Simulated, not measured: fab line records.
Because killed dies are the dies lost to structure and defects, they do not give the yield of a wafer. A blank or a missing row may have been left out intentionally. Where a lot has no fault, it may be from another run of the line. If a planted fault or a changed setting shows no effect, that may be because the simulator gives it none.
Chamber matching    flow n5-finfet    4 sister chambers for N5_HKMG_FIN_ALD_21 on ald-metal-01
The step deposits TiN, target thk 1.5 nm, pulse time 1 s, purge time 3 s. 8 wafers are shown with their chamber, then 10 later ones without.

## EACH WAFER AND ITS CHAMBER
wafer   chamber  heater-power-w (W)  precursor-pulse-height-rel
L081.3  3        633                 0.981
L083.1  3        646                 0.978
L084.4  0        913                 1.012
L085.1  2        859                 1.009
L085.3  0        951                 0.985
L085.6  1        845                 1.041
L087.2  2        884                 0.984
L087.3  1        843                 1.003

## WAFERS WITHOUT THEIR CHAMBER
wafer   heater-power-w (W)  precursor-pulse-height-rel
L087.5  641                 0.991
L089.1  867                 1.049
L089.2  961                 1.022
L089.3  846                 0.978
L090.2  929                 0.993
L090.3  864                 1.000
L090.4  824                 0.997
L095.2  880                 1.006
L095.3  981                 1.005
L095.6  627                 0.992

## WHICH CHAMBER EACH ONE RAN IN
wafer   from the rows above      in truth
L087.5  3                        3
L089.1  can't be placed: 1 or 2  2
L089.2  0                        0
L089.3  can't be placed: 2 or 1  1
L090.2  0                        0
L090.3  can't be placed: 2 or 1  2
L090.4  can't be placed: 1 or 2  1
L095.2  can't be placed: 2 or 1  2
L095.3  0                        0
L095.6  3                        3
Correctly placed: 5 of 10. Not placeable from these rows: 5 (in 5, the candidates include the true chamber). Wrongly placed: 0.
How it was worked out, from the rows above alone: a wafer's distance from a chamber is the root of the sum, over the readings, of the square of ((its reading less the chamber's mean) divided by the reading's scatter). The wafer belongs to the nearest chamber; if the next one is less than 2 further off, it can't be placed. The mean given for a chamber averages the wafers shown for that chamber. The scatter: take each reading less its chamber's mean, square it, sum over the shown wafers, divide by the number of wafers less the number of chambers, and take the root.
